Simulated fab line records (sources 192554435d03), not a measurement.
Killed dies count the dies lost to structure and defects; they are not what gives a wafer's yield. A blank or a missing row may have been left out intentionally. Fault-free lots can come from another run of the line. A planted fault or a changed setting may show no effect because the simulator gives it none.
Chamber matching	flow n5 finfet	N5_BEOL_M7_CMP_52 on cmp-04 has 4 sister chambers
The step polishes, stops on SiCOH lowk, t overpolish 6.9 s, target thk 80 nm. 4 wafers are shown with their chamber, then 7 later ones without.

## WAFERS WITH THEIR CHAMBER
wafer	chamber	time to endpoint s (s)
L082.1	3	66
L082.3	2	59
L084.2	0	73
L084.3	1	62

## WAFERS WITHOUT THEIR CHAMBER
wafer	time to endpoint s (s)
L084.4	65
L094.2	64
L094.3	66
L094.6	65
L095.1	73
L095.3	63
L095.5	65

## THE CHAMBER EACH PASSED THROUGH
wafer	from the rows above	in truth
L084.4	can't be placed: 3 or 1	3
L094.2	can't be placed: 1 or 3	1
L094.3	3	3
L094.6	can't be placed: 3 or 1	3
L095.1	0	0
L095.3	can't be placed: 1 or 3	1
L095.5	can't be placed: 3 or 1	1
Correctly placed: 2 of 7. Can't be placed from these rows: 5 (the true chamber is among the candidates in 5). 0 placed wrongly.
How it was worked out, from the rows above alone: a wafer's distance from a chamber is the root of the sum, over the readings, of the square of ((its reading less the chamber's mean) divided by the reading's scatter). The wafer belongs to the nearest chamber; if the next one is less than 2 further off, it can't be placed. For every chamber, the mean is computed from those of its wafers that are shown. The scatter: with one shown wafer a chamber, the root of the mean of the squares of how far each hidden wafer lies from its nearest shown one.
